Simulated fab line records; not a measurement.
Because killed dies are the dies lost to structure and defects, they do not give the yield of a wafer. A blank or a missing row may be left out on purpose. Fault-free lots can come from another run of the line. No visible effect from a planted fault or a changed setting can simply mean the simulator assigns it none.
Chamber matching | flow n5-finfet | N5_ILD0_LINER_00 on ald-sin-03: 4 sister chambers
The step material SiNx, target thk 4 nm, pulse time 1 s, purge time 2 s. 20 wafers are shown with their chamber, then 10 later ones without.

EACH WAFER AND ITS CHAMBER
wafer  | chamber | heater-power-w (W) | precursor-pulse-height-rel
L074.1 | 2       | 938                | 1.019
L074.5 | 2       | 931                | 0.990
L074.6 | 3       | 959                | 1.021
L075.3 | 3       | 983                | 1.024
L075.4 | 0       | 774                | 1.010
L075.6 | 1       | 910                | 0.990
L078.1 | 2       | 916                | 1.031
L078.2 | 3       | 947                | 1.026
L078.4 | 1       | 920                | 1.027
L079.4 | 0       | 768                | 0.992
L079.5 | 3       | 946                | 1.021
L079.6 | 2       | 956                | 0.981
L081.2 | 3       | 966                | 1.035
L081.5 | 2       | 943                | 1.001
L081.6 | 1       | 940                | 0.998
L084.2 | 0       | 756                | 0.979
L084.3 | 3       | 956                | 1.008
L084.6 | 3       | 966                | 0.997
L086.3 | 0       | 771                | 0.986
L086.4 | 3       | 972                | 1.002

SIGNATURES, as means of the wafers listed above
reading                    | chamber 0 | chamber 1 | chamber 2 | chamber 3 | scatter within a chamber
heater-power-w             | 767.25    | 923.33    | 936.80    | 961.88    | 12.8
precursor-pulse-height-rel | 0.99175   | 1.00500   | 1.00440   | 1.01675   | 0.0161
Rule: distance of a wafer from a chamber = root of the sum over the readings of ((wafer's reading minus chamber's mean) / reading's scatter) squared. If the next closest chamber is less than 2 further off than the closest, the wafer can't be placed; otherwise it belongs to the closest. The scatter is the square root of a quotient: the sum, over the shown wafers, of each reading's squared deviation from its chamber's mean, divided by wafers minus chambers.

WAFERS WITH NO CHAMBER GIVEN
wafer  | heater-power-w (W) | precursor-pulse-height-rel
L086.5 | 939                | 0.964
L088.3 | 774                | 1.015
L088.4 | 911                | 0.973
L088.5 | 977                | 1.006
L089.3 | 946                | 0.990
L089.5 | 772                | 0.988
L089.6 | 925                | 0.983
L092.2 | 750                | 1.013
L092.5 | 952                | 1.000
L092.6 | 761                | 0.991

WHICH CHAMBER EACH ONE RAN IN
wafer  | from the rows above          | in truth
L086.5 | can't be placed: 2 or 1 or 3 | 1
L088.3 | 0                            | 0
L088.4 | can't be placed: 1 or 2      | 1
L088.5 | can't be placed: 3 or 2      | 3
L089.3 | can't be placed: 2 or 1 or 3 | 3
L089.5 | 0                            | 0
L089.6 | can't be placed: 1 or 2      | 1
L092.2 | 0                            | 0
L092.5 | can't be placed: 2 or 3 or 1 | 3
L092.6 | 0                            | 0
Placed correctly: 4 of 10. Unplaceable from these rows: 6, with the true chamber sitting among the candidates in 6. Placed wrongly: 0.
